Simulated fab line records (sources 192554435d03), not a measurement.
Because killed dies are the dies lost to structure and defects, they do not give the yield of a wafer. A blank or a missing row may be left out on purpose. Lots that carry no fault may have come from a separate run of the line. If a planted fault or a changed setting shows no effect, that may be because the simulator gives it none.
Matching of chambers -- flow n5_finfet -- rie_diel-04 running N5_BEOL_M7_DESCUM_16: 4 sister chambers
The step chemistry O2, time 7.9 s. 14 wafers are shown with their chamber, then 7 later ones without.

## WAFERS PAIRED WITH THEIR CHAMBERS
wafer,chamber,throttle_valve_pct (%),drypump_motor_current_A (A),oes_product_au (a.u.)
L078.1,2,20.04,5.3,0.92
L078.4,3,20.64,5.2,0.72
L078.6,0,20.45,5.6,0.75
L081.2,0,20.50,5.6,0.73
L081.3,1,20.47,4.9,0.83
L081.4,3,20.64,5.3,0.71
L083.2,0,20.51,5.7,0.73
L083.5,1,20.47,4.9,0.83
L083.6,2,20.10,5.3,0.88
L082.4,3,20.69,5.3,0.70
L082.5,3,20.67,5.3,0.70
L082.6,2,20.11,5.3,0.89
L086.4,3,20.67,5.2,0.70
L086.5,2,20.08,5.3,0.88

SIGNATURES, as means of the wafers listed above
reading,chamber 0,chamber 1,chamber 2,chamber 3,scatter within a chamber
throttle_valve_pct,20.4867,20.4700,20.0825,20.6620,0.0261
drypump_motor_current_A,5.633,4.900,5.300,5.260,0.0432
oes_product_au,0.7367,0.8300,0.8925,0.7060,0.0129
Rule: a wafer lies at a distance from a chamber equal to the root of the sum of squares, over the readings, of (its reading less the chamber's mean, divided by the reading's scatter). The wafer belongs to the nearest chamber; if the next one is less than 2 further off, it can't be placed. The scatter is the square root of a quotient: the sum, over the shown wafers, of each reading's squared deviation from its chamber's mean, divided by wafers minus chambers.

## WAFERS WHOSE CHAMBER IS MISSING
wafer,throttle_valve_pct (%),drypump_motor_current_A (A),oes_product_au (a.u.)
L086.6,20.66,5.2,0.71
L096.1,20.12,5.3,0.85
L096.2,20.50,4.9,0.81
L096.3,20.70,5.3,0.70
L097.1,20.70,5.3,0.69
L097.2,20.52,4.9,0.81
L097.5,20.12,5.3,0.85

## CHAMBER TAKEN BY EACH
wafer,from the rows above,in truth
L086.6,3,3
L096.1,2,2
L096.2,1,1
L096.3,3,3
L097.1,3,3
L097.2,1,1
L097.5,2,2
Placed correctly: 7 of 7. Number that these rows cannot place: 0. Wrongly placed: 0.
